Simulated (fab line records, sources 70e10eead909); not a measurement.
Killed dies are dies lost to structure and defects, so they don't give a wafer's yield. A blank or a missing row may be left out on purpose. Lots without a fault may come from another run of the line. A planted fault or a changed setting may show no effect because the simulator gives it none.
Which tool did it? | flow nand_harc | 12 lots, 36 wafers sampled, at 5 steps of a route of 1302

WHAT THE GAUGES READ, wafer by wafer
NHARC_A_SLIT_CD_MEAS_09: target cd 300 nm.
lot  | measured     | on        | cd_nm (nm)
L743 | day 20 18:25 | cd_sem-02 | 300.1 299.3 300.4
L742 | day 20 18:50 | cd_sem-03 | 299.0 299.6 300.4
L744 | day 21 06:38 | cd_sem-03 | 299.8 299.5 300.9
L746 | day 22 08:37 | cd_sem-02 | 300.6 300.7 300.7
L747 | day 23 05:10 | cd_sem-01 | 300.2 300.7 299.7
L749 | day 23 13:02 | cd_sem-03 | 298.8 299.9 299.6
L750 | day 23 23:25 | cd_sem-03 | 299.5 299.1 299.0
L756 | day 26 13:38 | cd_sem-03 | 300.5 300.1 300.1
L758 | day 27 07:33 | cd_sem-03 | 299.8 299.7 300.6
L757 | day 27 07:50 | cd_sem-02 | 299.4 299.1 299.4
L759 | day 27 16:23 | cd_sem-01 | 299.8 299.6 299.9
L760 | day 29 10:29 | cd_sem-02 | 299.3 299.7 299.3

NHARC_A_SLIT_INSPECT_11.
lot  | measured     | on                | raw_defect_count
L743 | day 20 18:32 | defect_inspect-01 | 55 70 70
L742 | day 20 18:58 | defect_inspect-01 | 105 104 110
L744 | day 21 06:46 | defect_inspect-01 | 57 66 52
L746 | day 22 08:44 | defect_inspect-01 | 115 109 102
L747 | day 23 05:17 | defect_inspect-01 | 84 81 72
L749 | day 23 13:10 | defect_inspect-01 | 81 86 74
L750 | day 23 23:32 | defect_inspect-01 | 15 7 14
L756 | day 26 13:46 | defect_inspect-02 | 56 69 45
L758 | day 27 07:40 | defect_inspect-01 | 63 65 67
L757 | day 27 07:58 | defect_inspect-02 | 83 95 85
L759 | day 27 16:31 | defect_inspect-02 | 85 93 82
L760 | day 29 10:36 | defect_inspect-02 | 77 65 70

NHARC_END_SORT_01.
lot  | measured     | on        | killed_at_array | killed_at_other | killed_at_periphery | killed_dies | killed_open | killed_short
L747 | day 27 23:05 | prober-01 | 675 674 671     | 0 1 1           | 2 2 5               | 677 677 677 | 5 5 3       | 1 5 3
L749 | day 28 06:49 | prober-02 | 668 670 670     | 3 2 2           | 6 5 5               | 677 677 677 | 3 4 3       | 2 1 2

WHICH TOOL RAN EACH LOT (tool, then ch and the chambers of the sampled wafers, then the start)
lot  | NHARC_A_SLIT_ETCH_15               | NHARC_A_SLIT_ETCH_29
L743 | rie_diel-01 ch 0,3, day 20 18:46   | rie_diel-01 ch 0,3, day 21 01:11
L742 | rie_diel-08 ch 0,1,2, day 20 19:12 | rie_diel-08 ch 1,2,3, day 21 01:53
L744 | rie_diel-03 ch 1,2, day 21 07:00   | rie_diel-08 ch 1,2, day 21 13:00
L746 | rie_diel-08 ch 0,1,3, day 22 08:59 | rie_diel-03 ch 0,2,3, day 22 14:40
L747 | rie_diel-08 ch 2,3, day 23 05:31   | rie_diel-08 ch 1,2, day 23 13:13
L749 | rie_diel-01 ch 0,3, day 23 13:24   | rie_diel-01 ch 1,2,3, day 23 19:01
L750 | rie_diel-01 ch 0,2,3, day 24 00:07 | rie_diel-08 ch 0,2,3, day 24 08:44
L756 | rie_diel-01 ch 0,2, day 26 14:07   | rie_diel-08 ch 1,3, day 26 19:37
L758 | rie_diel-01 ch 0,1,2, day 27 08:01 | rie_diel-08 ch 0,2,3, day 27 17:20
L757 | rie_diel-08 ch 0,3, day 27 08:18   | rie_diel-01 ch 1,2, day 27 13:46
L759 | rie_diel-01 ch 0,1,3, day 27 16:45 | rie_diel-03 ch 1,2,3, day 28 02:14
L760 | rie_diel-03 ch 0,1, day 29 10:50   | rie_diel-01 ch 0,2,3, day 29 16:20
- NHARC_A_SLIT_ETCH_15: etches the open film in O2/COS, target depth 6200 nm, time 1612 s.
- NHARC_A_SLIT_ETCH_29: etches the open film in CF4/O2, target depth 100 nm, overetch 10 nm, time 55 s.

WHAT THE TOOLS THEMSELVES READ (means of the sampled wafers that have a number; where no wafer has one, the mark that the record gives instead)
NHARC_A_SLIT_ETCH_15.
lot  | tool        | bias_w (W) | chamber_pressure_mTorr (mTorr) | drypump_motor_current_A (A) | oes_product_au (a.u.) | rf_vpp_V (V) | showerhead_plenum_p_Torr (Torr) | throttle_valve_pct (%)
L743 | rie_diel-01 | 300.2      | 20.006                         | 5.2                         | 1.012                 | 315.7        | 3.16                            | 28.319
L742 | rie_diel-08 | 300.9      | 19.996                         | 5.3                         | 0.995                 | 313.2        | 3.06                            | 28.319
L744 | rie_diel-03 | 300.2      | 19.999                         | 6.0                         | 0.996                 | 316.7        | 3.32                            | 28.334
L746 | rie_diel-08 | 300.1      | 19.993                         | 5.5                         | 1.013                 | 313.2        | 3.08                            | 28.320
L747 | rie_diel-08 | -          | -                              | -                           | -                     | -            | -                               | -
L749 | rie_diel-01 | -          | -                              | -                           | -                     | -            | -                               | -
L750 | rie_diel-01 | 299.7      | 20.032                         | 5.5                         | 1.003                 | 314.1        | 3.18                            | 28.332
L756 | rie_diel-01 | 300.3      | 20.001                         | 5.3                         | 1.004                 | 316.0        | 3.21                            | 28.329
L758 | rie_diel-01 | 299.8      | 19.994                         | 5.4                         | 1.005                 | 315.8        | 3.17                            | 28.332
L757 | rie_diel-08 | 300.6      | 19.999                         | 5.8                         | 1.003                 | 314.2        | 3.17                            | 28.326
L759 | rie_diel-01 | 300.3      | 20.011                         | 5.3                         | 1.012                 | 314.1        | 3.11                            | 28.331
L760 | rie_diel-03 | 299.7      | 19.995                         | 5.7                         | 1.005                 | 313.6        | 3.10                            | 28.334

NHARC_A_SLIT_ETCH_29.
lot  | tool        | bias_w (W) | cf4_flow_sccm (sccm) | drypump_motor_current_A (A) | oes_product_au (a.u.) | rf_vpp_V (V) | showerhead_plenum_p_Torr (Torr) | throttle_valve_pct (%)
L743 | rie_diel-01 | 100.2      | 80.11                | 5.2                         | 1.013                 | 197.6        | 1.35                            | 13.393
L742 | rie_diel-08 | 99.8       | 79.89                | 5.5                         | 1.002                 | 199.1        | 1.36                            | 13.394
L744 | rie_diel-08 | 100.1      | 79.98                | 5.2                         | 1.002                 | 198.2        | 1.32                            | 13.393
L746 | rie_diel-03 | 100.3      | 80.10                | 5.7                         | 0.987                 | 198.9        | 1.35                            | 13.396
L747 | rie_diel-08 | 99.8       | 79.84                | 5.2                         | 0.993                 | 198.6        | 1.35                            | 13.404
L749 | rie_diel-01 | 100.2      | 79.83                | 5.6                         | 1.005                 | 197.8        | 1.34                            | 13.393
L750 | rie_diel-08 | 100.1      | 80.05                | 5.6                         | 1.004                 | 197.6        | 1.35                            | 13.388
L756 | rie_diel-08 | 100.3      | 79.91                | 5.4                         | 1.006                 | 197.7        | 1.33                            | 13.396
L758 | rie_diel-08 | 100.3      | 79.94                | 5.6                         | 1.003                 | 197.9        | 1.35                            | 13.397
L757 | rie_diel-01 | 100.0      | 80.28                | 5.5                         | 1.010                 | 198.3        | 1.34                            | 13.399
L759 | rie_diel-03 | 100.0      | 80.00                | 5.9                         | 0.991                 | 199.2        | 1.38                            | 13.409
L760 | rie_diel-01 | 100.0      | 79.93                | 5.5                         | 1.006                 | 198.0        | 1.36                            | 13.405

THE ANSWER, worked out from the rows above alone
Rule: what is usual is taken from the lots themselves. Put in order of their means at a reading, lots are off if they are a third of the lots or fewer, leave a main group of 4 or more, and stand apart from it by a gap of 3 or more times the standard deviation of the main group's means; of several such gaps the widest counts. A main group whose means are all the same, to the digits that the tables above print for the reading, isn't used. A lot without any number at a reading at which 4 lots or more have one is off too. The other lots that the step has rows for count as sound. The gauges are gone through in route order, then the tools' own readings, and for those a lot's mean is taken as printed above. The first step at which some lot is off is used, and at that step the reading that is off furthest; a lot without a number counts as furthest.
Off: L747, L749, at NHARC_A_SLIT_ETCH_15 (bias_w). Without a number there: L747, L749. The main group: mean 300.2 W, standard deviation 0.37.
A tool fits if, at that step or a process step before it, it ran every lot that is off, and no sound lot after the first of them. None of those tried fits.

WHAT THE SIMULATOR HAD PUT IN
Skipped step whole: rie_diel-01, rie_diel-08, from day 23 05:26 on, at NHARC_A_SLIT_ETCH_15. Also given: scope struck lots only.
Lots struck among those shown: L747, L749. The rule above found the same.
